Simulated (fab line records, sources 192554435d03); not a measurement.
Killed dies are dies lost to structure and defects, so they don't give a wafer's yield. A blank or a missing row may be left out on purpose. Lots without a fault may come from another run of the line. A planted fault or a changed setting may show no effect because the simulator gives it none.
Which tool did it? | flow n5_finfet | 10 lots, 30 wafers sampled, at 4 steps of a route of 1938

WHAT THE GAUGES READ, wafer by wafer
The record holds no reading of a measuring or inspecting step that can be judged against a usual standard deviation.

WHICH TOOL RAN EACH LOT (tool, then ch and the chambers of the sampled wafers, then the start)
lot  | N5_BEOL_M15_CMP_49            | N5_MIM_BOT_DEGAS_01          | N5_MIM_TOP_ETCH_ETCH_00           | N5_PASSIVATION_PASS_ETCH_74
L461 | cmp-03 ch 0,1,2, day 12 04:13 | pvd_sputter-02, day 12 07:07 | rie_metal-02 ch 0,1, day 12 08:50 | rie_diel-02 ch 0,1,2, day 12 12:23
L462 | cmp-04 ch 0,1,2, day 12 13:53 | pvd_sputter-03, day 12 15:51 | rie_metal-02 ch 0, day 12 18:58   | rie_diel-01 ch 1,3, day 12 21:20
L466 | cmp-04 ch 0,3, day 13 05:34   | pvd_sputter-01, day 13 08:46 | rie_metal-02 ch 0,1, day 13 10:44 | rie_diel-03 ch 1,2, day 13 13:18
L463 | cmp-03 ch 0,1,2, day 13 14:04 | pvd_sputter-01, day 13 16:32 | rie_metal-03 ch 0,1, day 13 18:41 | rie_diel-03 ch 1,2, day 13 21:34
L465 | cmp-04 ch 1,2,3, day 13 14:07 | pvd_sputter-01, day 13 16:52 | rie_metal-02 ch 0,1, day 13 18:48 | rie_diel-02 ch 0,2,3, day 13 21:25
L464 | cmp-03 ch 0,3, day 13 19:02   | pvd_sputter-03, day 13 21:06 | rie_metal-02 ch 0,1, day 13 22:29 | rie_diel-02 ch 0,1,3, day 14 03:37
L467 | cmp-03 ch 0,1,2, day 13 19:38 | pvd_sputter-03, day 13 21:18 | rie_metal-03 ch 0,1, day 14 00:02 | rie_diel-02 ch 0,2,3, day 14 04:06
L471 | cmp-02 ch 0,1,2, day 14 21:01 | pvd_sputter-02, day 14 23:14 | rie_metal-02 ch 0,1, day 15 03:01 | rie_diel-03 ch 0,3, day 15 08:22
L472 | cmp-04 ch 0,1,2, day 15 17:08 | pvd_sputter-03, day 15 19:08 | rie_metal-03 ch 0,1, day 15 21:10 | rie_diel-01 ch 0,2,3, day 16 01:21
L483 | cmp-04 ch 2,3, day 17 16:05   | pvd_sputter-01, day 17 18:49 | rie_metal-02 ch 0,1, day 17 20:46 | rie_diel-02 ch 1,3, day 17 23:40
- N5_BEOL_M15_CMP_49: polishes, stops on SiO2, t overpolish 4.9 s, target thk 850 nm.
- N5_MIM_BOT_DEGAS_01: time 60 s.
- N5_MIM_TOP_ETCH_ETCH_00: etches TiN in Cl2/BCl3, target depth 38.5 nm.
- N5_PASSIVATION_PASS_ETCH_74: etches SiNx in CF4/O2, target depth 220 nm, time 110 s.

WHAT THE TOOLS THEMSELVES READ (means of the sampled wafers that have a number; where no wafer has one, the mark that the record gives instead)
N5_BEOL_M15_CMP_49. Usual: barrier_field_endpoint_s 11.43 s, standard deviation 0.27; clearing_platen_rpm 79.99 rpm, standard deviation 0.046; motor_current_A 8.3 A, standard deviation 0.55; overpolish_run_s 4.900 s, standard deviation 0.0083.
lot  | tool   | barrier_field_endpoint_s (s) | clearing_platen_rpm (rpm) | motor_current_A (A) | overpolish_run_s (s) | flag
L461 | cmp-03 | 11.49                        | 79.97                     | 8.2                 | 4.901                |
L462 | cmp-04 | 11.49                        | 80.02                     | 8.5                 | 4.900                |
L466 | cmp-04 | 11.32                        | 80.02                     | 7.4                 | 4.891                |
L463 | cmp-03 | 11.31                        | 79.97                     | 8.2                 | 4.900                |
L465 | cmp-04 | 11.77                        | 80.01                     | 8.3                 | 4.898                |
L464 | cmp-03 | 11.50                        | 79.98                     | 8.1                 | 4.900                |
L467 | cmp-03 | 11.40                        | 80.02                     | 8.1                 | 4.904                |
L471 | cmp-02 | 11.44                        | 79.97                     | 8.4                 | 4.897                |
L472 | cmp-04 | 11.24                        | 80.02                     | 8.4                 | 4.903                |
L483 | cmp-04 | 11.24                        | 79.97                     | 8.6                 | 4.904                |

N5_MIM_BOT_DEGAS_01. Usual: heater_power_w 488 W, standard deviation 34; susceptor_temp_C 300.01 C, standard deviation 0.19.
lot  | tool           | heater_power_w (W) | susceptor_temp_C (C) | flag
L461 | pvd_sputter-02 | 503                | 300.21               |
L462 | pvd_sputter-03 | 499                | 300.08               |
L466 | pvd_sputter-01 | 474                | 300.10               |
L463 | pvd_sputter-01 | 461                | 300.02               |
L465 | pvd_sputter-01 | 460                | 300.07               |
L464 | pvd_sputter-03 | 487                | 300.23               |
L467 | pvd_sputter-03 | 462                | 300.17               |
L471 | pvd_sputter-02 | 501                | 299.84               |
L472 | pvd_sputter-03 | 502                | 299.95               |
L483 | pvd_sputter-01 | 488                | 299.90               |

N5_MIM_TOP_ETCH_ETCH_00. Usual: drypump_motor_current_A 5.55 A, standard deviation 0.28; he_backside_leak_sccm 3.26 sccm, standard deviation 0.2; oes_product_au 0.79 a.u., standard deviation 0.062; throttle_valve_pct 22.60 %, standard deviation 0.16.
lot  | tool         | drypump_motor_current_A (A) | he_backside_leak_sccm (sccm) | oes_product_au (a.u.) | throttle_valve_pct (%) | flag
L461 | rie_metal-02 | 5.56                        | 3.19                         | 0.79                  | 22.53                  |
L462 | rie_metal-02 | 5.46                        | 3.25                         | 0.74                  | 22.43                  |
L466 | rie_metal-02 | 5.66                        | 3.17                         | 0.82                  | 22.64                  |
L463 | rie_metal-03 | 5.43                        | 3.16                         | 0.83                  | 22.51                  |
L465 | rie_metal-02 | 5.60                        | 3.32                         | 0.78                  | 22.53                  |
L464 | rie_metal-02 | 5.66                        | 3.20                         | 0.82                  | 22.64                  |
L467 | rie_metal-03 | 5.74                        | 3.18                         | 0.77                  | 22.59                  |
L471 | rie_metal-02 | 5.57                        | 3.35                         | 0.77                  | 22.54                  |
L472 | rie_metal-03 | 5.42                        | 3.40                         | 0.81                  | 22.51                  |
L483 | rie_metal-02 | 5.61                        | 3.34                         | 0.76                  | 22.56                  |

N5_PASSIVATION_PASS_ETCH_74. Usual: drypump_motor_current_A 5.5 A, standard deviation 0.49; oes_product_au 0.74 a.u., standard deviation 0.067; rf_vpp_V 240 V, standard deviation 4.8; showerhead_plenum_p_Torr 2.22 Torr, standard deviation 0.087; throttle_valve_pct 16.15 %, standard deviation 0.23.
lot  | tool        | drypump_motor_current_A (A) | oes_product_au (a.u.) | rf_vpp_V (V) | showerhead_plenum_p_Torr (Torr) | throttle_valve_pct (%) | flag
L461 | rie_diel-02 | 5.4                         | 0.71                  | 240          | 2.11                            | 16.12                  |
L462 | rie_diel-01 | 5.6                         | 0.79                  | 239          | 2.27                            | 16.18                  |
L466 | rie_diel-03 | 5.6                         | 0.70                  | 237          | 2.22                            | 16.15                  |
L463 | rie_diel-03 | 6.0                         | 0.71                  | 242          | 2.24                            | 16.04                  |
L465 | rie_diel-02 | 5.7                         | 0.76                  | 239          | 2.18                            | 16.20                  |
L464 | rie_diel-02 | 5.3                         | 0.73                  | 240          | 2.19                            | 16.02                  |
L467 | rie_diel-02 | 5.7                         | 0.75                  | 239          | 2.18                            | 16.21                  |
L471 | rie_diel-03 | 5.6                         | 0.88                  | 243          | 2.26                            | 16.27                  |
L472 | rie_diel-01 | 5.4                         | 0.75                  | 238          | 2.25                            | 16.14                  |
L483 | rie_diel-02 | 5.4                         | 0.84                  | 242          | 2.31                            | 15.83                  |

THE ANSWER, worked out from the rows above alone
Rule: a lot is off if the mean of its wafers that have a number lies more than 3 standard deviations from the usual mean. A lot without any number at a reading at which 4 lots or more have one is off too. The other lots that the step has rows for count as sound. The gauges are gone through in route order, then the tools' own readings, and for those a lot's mean is taken as printed above. The first step at which some lot is off is used, and at that step the reading that is off furthest; a lot without a number counts as furthest.
No lot is off at any reading shown: from this, nothing can be told.

WHAT THE SIMULATOR HAD PUT IN
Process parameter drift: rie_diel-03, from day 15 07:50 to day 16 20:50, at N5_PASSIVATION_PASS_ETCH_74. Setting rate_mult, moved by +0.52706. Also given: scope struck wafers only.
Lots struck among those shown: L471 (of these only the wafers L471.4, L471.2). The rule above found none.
